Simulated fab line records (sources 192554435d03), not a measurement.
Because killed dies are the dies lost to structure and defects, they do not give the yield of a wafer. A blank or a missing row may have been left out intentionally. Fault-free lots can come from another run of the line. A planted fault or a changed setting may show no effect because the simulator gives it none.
A lot that was struck, set against a sound lot	flow n5-finfet	26 out of 1938 route steps
Sound: these wafers, L336.1, L336.2, L336.4. The struck wafers were L332.2, L332.5, L332.6. Last of all comes the cause.
Per side, at each step with rows, come the tool, then ch with its chambers, and then its first start. Under that, the readings that differ: sound wafers	struck wafers	difference of the means	sigmas: that difference in standard deviations of wafers without a fault.
alike: readings with means less than 2 such deviations apart, plus words and numbers identical on both sides. not compared: withheld readings, readings lacking a value on some wafer, bounds such as >300 that could conceal the same value, and numbers that have no deviation in the record and whose values overlap.
A row with sigmas, a row that says differs or no value, or rows on one side alone: a step with any of these is where the two part. Non-overlapping numbers with no deviation appear without sigmas and do not part them. A reading that every wafer of one side lacks parts them only if that side has two wafers or more.

first, 10 steps without rows for these wafers: N5_BEOL_M3_DESCUM_16 (chemistry O2, time 7 s); N5_BEOL_M3_ETCH_74 (etches underlayer in N2/H2, target depth 6.5 nm, time 5.2 s); N5_BEOL_M3_ETCH_63 (etches SiARC in CF4, target depth 15.6 nm, time 26 s); N5_BEOL_M3_ETCH_64 (etches SOC in N2/H2, target depth 75 nm, overetch 15 nm, time 112.5 s); N5_BEOL_M3_STRIP_65 (strips in N2/H2); N5_BEOL_M3_STRIP_75 (strips in N2/H2); N5_BEOL_M3_STRIP_66 (strips in CF4); N5_BEOL_M3_HM_OPEN_17 (chemistry Cl2/BCl3, target TiN, target depth 20 nm, overetch 6 nm); N5_BEOL_M3_STRIP_19 (strips in O2); N5_BEOL_M3_COAT_67 (time 60 s, resist thk 60 nm).
N5_BEOL_M3_COAT_68: time 60 s, resist thk 12 nm.
  sound on litho-track-04 ch 0, day 13 02:41; struck on litho-track-02 ch 0, day 12 02:13
reading	sound	struck	difference	sigmas
spin-speed-rpm (rpm)	1500.1 1499.7 1499.2	1431.6 1431.0 1430.6	-68.6	-69
model.SiARC_of_BEOL_M3_COAT_68.thk-nm (nm)	12 12 12	12.2 12.4 12.4	+0.3	
  alike: exhaust-pa
then, 9 steps without rows for these wafers: N5_BEOL_M3_COAT_76 (time 60 s, resist thk 5 nm); N5_BEOL_M3_COAT_22 (resist thk 30 nm); N5_BEOL_M3_EBR_24; N5_BEOL_M3_SOFTBAKE_23 (time 60 s); N5_BEOL_M3_EXPOSE_25 (exposes mask V2, defocus 5 nm); N5_BEOL_M3_PEB_26 (peb time 60 s); N5_BEOL_M3_DEVELOP_27 (develop time 30 s); N5_BEOL_M3_DESCUM_33 (chemistry O2, time 7 s); N5_BEOL_M3_ETCH_77 (etches underlayer in N2/H2, target depth 6.5 nm, time 5.2 s).
N5_BEOL_M3_ETCH_69: etches SiARC in CF4, target depth 15.6 nm, time 26 s.
  sound on rie-diel-03 ch 1,2,3, day 13 03:55; struck on rie-diel-06 ch 0,1,2, day 12 02:41
reading	sound	struck	difference	sigmas
model.etch.depth-nm (nm)	12.01 12.01 11.98	12.28 12.35 12.35	+0.33	
  alike: drypump-motor-current-A, etch-rf-on-time-s, mfc-ar-sccm, oes-product-au, rf-fwd-power-W, rf-vpp-V, showerhead-plenum-p-Torr, throttle-valve-pct
  not compared: rf-hours-counter-h
then, 2 steps without rows for these wafers: N5_BEOL_M3_ALD_98 (deposits SiO2, target thk 2.5 nm, pulse time 1 s, co reactant pulse time 1 s); N5_BEOL_M3_ETCHBACK_99 (etches SiO2 in CHF3, target depth 5 nm, time 10.4 s).
N5_BEOL_M3_ETCH_70: etches SOC in N2/H2, target depth 80 nm, overetch 16 nm, time 120 s.
  sound on rie-diel-06 ch 0,1,2, day 13 06:29; struck on rie-diel-03 ch 1,2, day 12 07:33
  alike: drypump-motor-current-A, h2-flow-sccm, n2-flow-sccm, oes-product-au, rf-fwd-power-W, rf-vpp-V, showerhead-plenum-p-Torr, throttle-valve-pct
  not compared: rf-hours-counter-h, model.SiARC_of_BEOL_M3_COAT_68.thk-nm
then, 1 step without rows for these wafers: N5_BEOL_M3_STRIP_71 (strips in N2/H2).
N5_BEOL_M4_RC_MEAS_101:
  sound on prober-01 ch 0, day 14 02:22; struck on prober-02 ch 0, day 13 05:37
  alike: DIBL_N, DIBL_P, IOFF_N, IOFF_P, ION_N, ION_P, SS_N, SS_P, VT_N, VT_P

WHERE THEY PART
Only at N5_BEOL_M3_COAT_68, as far as this record shows. Later steps at which nothing parts them and some readings are alike: N5_BEOL_M3_ETCH_69, N5_BEOL_M3_ETCH_70, N5_BEOL_M4_RC_MEAS_101.

WHY: the cause the simulator had injected
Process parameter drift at N5_BEOL_M3_COAT_68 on litho-track-02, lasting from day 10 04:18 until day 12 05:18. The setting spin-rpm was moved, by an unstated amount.
